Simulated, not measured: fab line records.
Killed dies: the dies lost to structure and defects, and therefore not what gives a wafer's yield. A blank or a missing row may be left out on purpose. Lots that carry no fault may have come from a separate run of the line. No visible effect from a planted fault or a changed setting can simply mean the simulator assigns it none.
Which of the tools did it?    flow n5_finfet    72 wafers from 24 lots sampled at 6 of the route's 1938 steps

## WHAT THE GAUGES SHOWED, per wafer
N5_BEOL_M6_CD_MEAS_28: the cd target is 40 nm.
lot   measured      on         cd_nm (nm)
L074  day 9 20:10   cd_sem-01  39.55 39.36 39.64
L075  day 9 20:17   cd_sem-02  39.62 39.68 39.75
L076  day 9 23:49   cd_sem-01  40.17 40.12 39.65
L077  day 9 23:52   cd_sem-02  40.28 39.85 39.92
L079  day 10 09:41  cd_sem-01  39.76 39.61 39.46
L078  day 10 09:43  cd_sem-03  39.73 40.07 39.93
L081  day 11 00:25  cd_sem-02  39.52 39.99 40.02
L080  day 11 02:56  cd_sem-03  39.85 39.96 40.15
L082  day 11 09:29  cd_sem-01  40.00 40.07 40.01
L084  day 11 11:13  cd_sem-02  40.08 39.93 40.28
L083  day 11 19:13  cd_sem-03  40.07 39.82 40.09
L086  day 12 12:00  cd_sem-03  39.82 39.60 39.65
L085  day 13 07:00  cd_sem-01  39.74 40.26 39.83
L087  day 13 13:29  cd_sem-03  39.65 39.78 40.50
L088  day 13 18:09  cd_sem-01  40.17 39.74 40.11
L090  day 13 18:11  cd_sem-03  40.13 40.15 39.95
L089  day 13 21:02  cd_sem-02  40.01 39.87 40.32
L092  day 14 09:46  cd_sem-02  40.36 40.40 40.34
L091  day 14 13:28  cd_sem-02  39.76 39.50 40.05
L093  day 14 18:28  cd_sem-02  39.89 39.96 40.43
L094  day 14 18:34  cd_sem-02  40.08 39.72 40.03
L095  day 15 02:56  cd_sem-02  40.07 40.19 39.82
L096  day 15 07:49  cd_sem-02  40.07 39.99 40.22
L097  day 15 12:01  cd_sem-03  40.31 40.60 40.10

N5_BEOL_M7_THK_MEAS_01.
lot   measured      on             M7_ILD_THK (nm)
L074  day 10 00:05  film_metro-02  152.8 152.2 153.6
L075  day 10 01:50  film_metro-01  153.7 153.9 157.6
L076  day 10 03:40  film_metro-01  153.2 153.4 154.5
L077  day 10 03:44  film_metro-02  154.2 155.0 156.2
L079  day 10 15:30  film_metro-01  154.3 152.9 156.4
L078  day 10 15:35  film_metro-02  152.7 156.0 156.5
L081  day 11 04:44  film_metro-02  152.4 153.6 154.3
L080  day 11 08:09  film_metro-02  152.0 152.4 154.1
L082  day 11 13:37  film_metro-02  151.6 150.7 152.8
L084  day 11 15:20  film_metro-02  151.7 155.5 154.1
L083  day 12 00:51  film_metro-02  153.7 152.9 154.4
L086  day 12 16:48  film_metro-02  153.9 152.9 154.7
L085  day 13 11:19  film_metro-01  155.4 156.7 157.1
L087  day 13 17:04  film_metro-02  154.7 155.1 153.9
L088  day 13 21:43  film_metro-02  152.6 154.9 154.9
L090  day 13 21:55  film_metro-01  150.0 151.8 153.7
L089  day 14 02:58  film_metro-02  153.9 154.9 156.1
L092  day 14 15:18  film_metro-01  152.9 156.8 154.6
L091  day 14 17:56  film_metro-01  150.5 153.7 155.6
L093  day 14 22:47  film_metro-01  151.7 153.3 154.6
L094  day 14 23:40  film_metro-01  152.8 155.3 156.3
L095  day 15 06:59  film_metro-02  155.8 157.6 156.1
L096  day 15 12:27  film_metro-02  152.5 151.5 157.7
L097  day 15 17:14  film_metro-01  151.3 150.4 153.6

## WHICH TOOL RAN EACH LOT (tool, then ch and the chambers of the sampled wafers, then the start)
lot   N5_BEOL_M6_TRENCH_ETCH_37                      N5_BEOL_M6_CURE_75             N5_BEOL_M6_ALD_77                    N5_BEOL_M6_CMP_52
L074  rie_diel-03 ch 1,2,3, day 9 21:01 or earlier   uv_cure-02 ch 0, day 9 21:01   ald_metal-03 ch 0,1,3, day 9 21:26   cmp-02 ch 0,2,3, day 9 22:32
L075  rie_diel-02 ch 0,1, day 9 21:37 or earlier     uv_cure-02 ch 1, day 9 21:37   ald_metal-02 ch 0,1, day 9 22:03     cmp-01 ch 0,1,3, day 10 00:49
L076  rie_diel-04 ch 0,2,3, day 10 00:35 or earlier  uv_cure-01 ch 1, day 10 00:35  ald_metal-03 ch 1,2, day 10 01:07    cmp-04 ch 0,1,3, day 10 02:36
L077  rie_diel-02 ch 0,1,3, day 10 00:37 or earlier  uv_cure-02 ch 2, day 10 00:37  ald_metal-02 ch 0,2,3, day 10 01:09  cmp-01 ch 0,2,3, day 10 02:38
L079  rie_diel-03 ch 0,3, day 10 10:31 or earlier    uv_cure-03 ch 1, day 10 10:31  ald_metal-01 ch 0,1,3, day 10 10:56  cmp-02 ch 0,1, day 10 13:56
L078  rie_diel-02 ch 1,2, day 10 10:39 or earlier    uv_cure-02 ch 1, day 10 10:39  ald_metal-02 ch 0,2, day 10 11:05    cmp-01 ch 0,3, day 10 14:14
L081  rie_diel-02 ch 0,1,3, day 11 01:19 or earlier  uv_cure-01 ch 2, day 11 01:19  ald_metal-01 ch 1,2,3, day 11 01:49  cmp-01 ch 1,2,3, day 11 03:21
L080  rie_diel-02 ch 0,1,2, day 11 04:13 or earlier  uv_cure-01 ch 0, day 11 04:13  ald_metal-01 ch 0,1,2, day 11 04:53  cmp-02 ch 0,2,3, day 11 07:03
L082  rie_diel-02 ch 1,2,3, day 11 10:14 or earlier  uv_cure-02 ch 2, day 11 10:14  ald_metal-02 ch 0,1,3, day 11 11:30  cmp-01 ch 0,1,2, day 11 12:32
L084  rie_diel-03 ch 0,1,2, day 11 12:09 or earlier  uv_cure-01 ch 2, day 11 12:09  ald_metal-03 ch 0,3, day 11 12:43    cmp-01 ch 0,1,3, day 11 14:22
L083  rie_diel-02 ch 1,2,3, day 11 21:05 or earlier  uv_cure-01 ch 2, day 11 21:05  ald_metal-02 ch 0,2,3, day 11 22:26  cmp-01 ch 1,2,3, day 11 23:46
L086  rie_diel-02 ch 1,2,3, day 12 12:57 or earlier  uv_cure-01 ch 1, day 12 12:57  ald_metal-01 ch 1,2,3, day 12 13:30  cmp-01 ch 0,1,3, day 12 15:44
L085  rie_diel-02 ch 0,1, day 13 07:57 or earlier    uv_cure-02 ch 1, day 13 07:57  ald_metal-01 ch 1,3, day 13 08:31    cmp-02 ch 2,3, day 13 09:45
L087  rie_diel-04 ch 0,2,3, day 13 14:16 or earlier  uv_cure-01 ch 0, day 13 14:16  ald_metal-02 ch 1,2,3, day 13 14:58  cmp-04 ch 0,1,2, day 13 16:05
L088  rie_diel-04 ch 1,2, day 13 18:56 or earlier    uv_cure-02 ch 2, day 13 18:56  ald_metal-03 ch 0,2,3, day 13 19:23  cmp-01 ch 2,3, day 13 20:38
L090  rie_diel-02 ch 0,1,2, day 13 19:05 or earlier  uv_cure-01 ch 0, day 13 19:05  ald_metal-01 ch 0,1,3, day 13 19:31  cmp-02 ch 1,2,3, day 13 20:50
L089  rie_diel-02 ch 0,1,2, day 13 21:59 or earlier  uv_cure-01 ch 1, day 13 21:59  ald_metal-01 ch 1,2,3, day 14 00:47  cmp-02 ch 0,2,3, day 14 01:53
L092  rie_diel-03 ch 1,2, day 14 10:37 or earlier    uv_cure-01 ch 2, day 14 10:37  ald_metal-02 ch 0,1,2, day 14 11:19  cmp-04 ch 0,2,3, day 14 14:19
L091  rie_diel-03 ch 0,2,3, day 14 14:19 or earlier  uv_cure-02 ch 2, day 14 14:19  ald_metal-03 ch 1,3, day 14 15:08    cmp-02 ch 0,2,3, day 14 16:23
L093  rie_diel-03 ch 1,2,3, day 14 19:38 or earlier  uv_cure-01 ch 1, day 14 19:38  ald_metal-03 ch 1,2,3, day 14 20:34  cmp-01 ch 0,1,2, day 14 21:43
L094  rie_diel-02 ch 1,3, day 14 19:47 or earlier    uv_cure-03 ch 1, day 14 19:47  ald_metal-01 ch 1,2, day 14 20:39    cmp-02 ch 0,1,3, day 14 21:47
L095  rie_diel-03 ch 0,2,3, day 15 03:46 or earlier  uv_cure-03 ch 2, day 15 03:46  ald_metal-02 ch 0,1, day 15 04:42    cmp-04 ch 1,2,3, day 15 05:55
L096  rie_diel-03 ch 1,2,3, day 15 08:59 or earlier  uv_cure-02 ch 1, day 15 08:59  ald_metal-02 ch 0,1, day 15 09:43    cmp-01 ch 1,2,3, day 15 11:23
L097  rie_diel-02 ch 0,3, day 15 13:01 or earlier    uv_cure-03 ch 2, day 15 13:01  ald_metal-01 ch 1,2,3, day 15 14:02  cmp-01 ch 0,2, day 15 16:09
- N5_BEOL_M6_TRENCH_ETCH_37: etches SiCOH lowk in C4F6/O2, target depth 94.435 nm, time 31.5 s.
- N5_BEOL_M6_CURE_75: cures SiCOH lowk, time 120 s.
- N5_BEOL_M6_ALD_77: deposits TaN, target thk 2 nm, pulse time 2 s, purge time 3 s.
- N5_BEOL_M6_CMP_52: polishes, stops on SiCOH lowk, t overpolish 6.9 s, target thk 80 nm.

## AS READ BY THE TOOLS THEMSELVES (means over the sampled wafers that have a number; for cases with no such wafer, the mark the record gives instead)
N5_BEOL_M6_TRENCH_ETCH_37.
lot   tool         drypump_motor_current_A (A)  oes_product_au (a.u.)  rf_vpp_V (V)  showerhead_plenum_p_Torr (Torr)  throttle_valve_pct (%)
L074  rie_diel-03  6.0                          0.81                   668           2.95                             20.75
L075  rie_diel-02  5.5                          0.76                   674           2.76                             20.91
L076  rie_diel-04  5.9                          0.84                   674           2.80                             20.85
L077  rie_diel-02  5.8                          0.73                   668           2.79                             20.87
L079  rie_diel-03  6.2                          0.78                   642           2.98                             20.75
L078  rie_diel-02  5.6                          0.72                   657           2.87                             21.00
L081  rie_diel-02  5.8                          0.73                   669           2.78                             20.88
L080  rie_diel-02  5.6                          0.72                   666           2.82                             21.04
L082  rie_diel-02  5.8                          0.72                   658           2.83                             20.86
L084  rie_diel-03  6.1                          0.76                   672           2.93                             20.90
L083  rie_diel-02  5.8                          0.72                   658           2.83                             20.85
L086  rie_diel-02  5.8                          0.71                   658           2.82                             20.87
L085  rie_diel-02  5.5                          0.84                   673           2.74                             20.84
L087  rie_diel-04  5.9                          0.79                   674           2.79                             20.89
L088  rie_diel-04  6.3                          0.73                   667           2.81                             21.24
L090  rie_diel-02  5.6                          0.80                   665           2.81                             20.95
L089  rie_diel-02  5.6                          0.80                   665           2.81                             20.95
L092  rie_diel-03  6.1                          0.78                   678           2.91                             20.88
L091  rie_diel-03  6.1                          0.73                   660           2.94                             20.84
L093  rie_diel-03  6.1                          0.77                   667           2.93                             20.81
L094  rie_diel-02  6.0                          0.71                   660           2.77                             20.74
L095  rie_diel-03  6.1                          0.73                   661           2.94                             20.86
L096  rie_diel-03  6.1                          0.77                   667           2.93                             20.82
L097  rie_diel-02  5.9                          0.86                   671           2.80                             20.83

N5_BEOL_M6_CURE_75.
lot   tool        lamp_power_pct (%)  wafer_temp_C_max
L074  uv_cure-02  52.30               371.7
L075  uv_cure-02  52.35               372.4
L076  uv_cure-01  52.28               371.1
L077  uv_cure-02  52.27               371.9
L079  uv_cure-03  52.33               371.4
L078  uv_cure-02  52.32               372.2
L081  uv_cure-01  52.30               371.5
L080  uv_cure-01  52.26               371.0
L082  uv_cure-02  52.28               372.5
L084  uv_cure-01  52.27               371.4
L083  uv_cure-01  52.30               371.4
L086  uv_cure-01  52.30               371.2
L085  uv_cure-02  52.27               372.3
L087  uv_cure-01  52.29               371.8
L088  uv_cure-02  52.30               372.3
L090  uv_cure-01  52.30               371.3
L089  uv_cure-01  52.32               371.4
L092  uv_cure-01  52.36               371.3
L091  uv_cure-02  52.34               372.3
L093  uv_cure-01  52.30               371.5
L094  uv_cure-03  52.32               371.4
L095  uv_cure-03  52.31               372.7
L096  uv_cure-02  52.25               372.2
L097  uv_cure-03  52.41               372.4

N5_BEOL_M6_ALD_77.
lot   tool          heater_power_w (W)
L074  ald_metal-03  390
L075  ald_metal-02  454
L076  ald_metal-03  385
L077  ald_metal-02  452
L079  ald_metal-01  404
L078  ald_metal-02  479
L081  ald_metal-01  396
L080  ald_metal-01  399
L082  ald_metal-02  436
L084  ald_metal-03  390
L083  ald_metal-02  459
L086  ald_metal-01  402
L085  ald_metal-01  398
L087  ald_metal-02  427
L088  ald_metal-03  395
L090  ald_metal-01  402
L089  ald_metal-01  401
L092  ald_metal-02  452
L091  ald_metal-03  378
L093  ald_metal-03  384
L094  ald_metal-01  393
L095  ald_metal-02  425
L096  ald_metal-02  459
L097  ald_metal-01  401

N5_BEOL_M6_CMP_52.
lot   tool    barrier_field_endpoint_s (s)  clearing_platen_rpm (rpm)  motor_current_A (A)  overpolish_run_s (s)  platen_rpm (rpm)  time_to_endpoint_s (s)
L074  cmp-02  28.7                          50.009                     6.0                  6.903                 50.01             64
L075  cmp-01  29.6                          50.001                     6.1                  6.883                 49.99             62
L076  cmp-04  29.1                          50.020                     5.8                  6.900                 50.03             65
L077  cmp-01  28.7                          50.012                     6.1                  6.898                 50.00             64
L079  cmp-02  28.9                          49.961                     5.6                  6.903                 50.00             63
L078  cmp-01  27.2                          49.995                     6.0                  6.893                 49.98             61
L081  cmp-01  27.8                          49.996                     6.1                  6.905                 50.01             59
L080  cmp-02  30.1                          49.985                     6.3                  6.898                 50.02             65
L082  cmp-01  28.4                          50.004                     6.4                  6.906                 50.01             59
L084  cmp-01  28.4                          49.971                     6.5                  6.894                 50.00             60
L083  cmp-01  28.6                          50.000                     6.4                  6.898                 49.99             60
L086  cmp-01  28.8                          49.998                     6.1                  6.904                 50.01             62
L085  cmp-02  29.1                          49.995                     6.3                  6.889                 50.01             63
L087  cmp-04  28.7                          50.005                     6.0                  6.898                 50.02             65
L088  cmp-01  27.9                          50.013                     6.1                  6.897                 50.02             62
L090  cmp-02  29.2                          49.992                     5.9                  6.897                 50.01             62
L089  cmp-02  28.5                          49.998                     6.2                  6.899                 50.00             62
L092  cmp-04  29.1                          50.006                     6.2                  6.897                 50.00             65
L091  cmp-02  27.8                          49.996                     6.1                  6.897                 50.00             58
L093  cmp-01  27.9                          49.998                     6.3                  6.910                 49.96             61
L094  cmp-02  28.4                          49.991                     5.6                  6.898                 50.01             62
L095  cmp-04  29.9                          50.014                     5.9                  6.898                 50.01             65
L096  cmp-01  29.0                          49.988                     6.2                  6.899                 50.03             59
L097  cmp-01  28.2                          49.990                     6.1                  6.895                 50.04             59

## THE ANSWER, worked out from the rows above alone
Rule: usual is defined by the lots themselves. Put in order of their means at a reading, lots are off if they are a third of the lots or fewer, leave a main group of 4 or more, and stand apart from it by a gap of 3 or more times the standard deviation of the main group's means; of several such gaps the widest counts. If all means in a main group match to the digits the tables above print for the reading, that group is not used. A lot without any number at a reading at which 4 lots or more have one is off too. All remaining lots with rows at the step are treated as sound. The gauges are gone through in route order, then the tools' own readings, and for those a lot's mean is taken as printed above. The first step at which some lot is off is used, and at that step the reading that is off furthest; a lot without a number counts as furthest.
Across all readings shown, no lot is off: no conclusion can be drawn from this.

## WHAT WAS PUT IN BY THE SIMULATOR
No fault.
